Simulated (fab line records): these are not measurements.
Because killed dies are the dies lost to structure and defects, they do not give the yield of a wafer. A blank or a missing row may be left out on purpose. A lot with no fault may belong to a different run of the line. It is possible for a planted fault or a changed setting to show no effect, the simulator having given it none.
Chamber matching -- flow nand harc -- NHARC_A_CONTACT_ALD_18 on ald metal-02 has 4 sister chambers
The step deposits TiN, target thk 3 nm, pulse time 1 s, ald cycles 150. 7 wafers are shown with their chamber, then 7 later ones without.

== EACH WAFER AND ITS CHAMBER ==
wafer,chamber,heater power w (W),precursor pulse height rel
L076.2,3,1154,1.007
L082.1,0,1056,0.999
L087.1,0,1015,1.023
L087.2,2,1202,0.994
L087.6,1,928,0.983
L088.4,1,919,0.999
L088.5,2,1183,0.987

== WAFERS WHOSE CHAMBER IS MISSING ==
wafer,heater power w (W),precursor pulse height rel
L088.6,1152,1.027
L092.1,1213,0.994
L092.2,953,0.984
L092.3,1199,1.032
L097.2,950,0.987
L097.3,1193,1.005
L097.6,939,1.004

== CHAMBER TAKEN BY EACH ==
wafer,from the rows above,in truth
L088.6,3,3
L092.1,2,2
L092.2,1,1
L092.3,can't be placed: 3 or 2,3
L097.2,1,1
L097.3,can't be placed: 2 or 3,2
L097.6,1,1
5 of 7 placed correctly. These rows do not allow placing 2 (true chamber among the candidates in 2). Number placed wrongly: 0.
How it was worked out, from the rows above alone: a wafer's distance from a chamber is the root of the sum, over the readings, of the square of ((its reading less the chamber's mean) divided by the reading's scatter). If the next closest chamber is less than 2 further off than the closest, the wafer can't be placed; otherwise it belongs to the closest. Each chamber's mean is taken over the wafers shown for it. The scatter: the root of (the sum of the squares of (reading less its chamber's mean) over the shown wafers, divided by (wafers less chambers)).
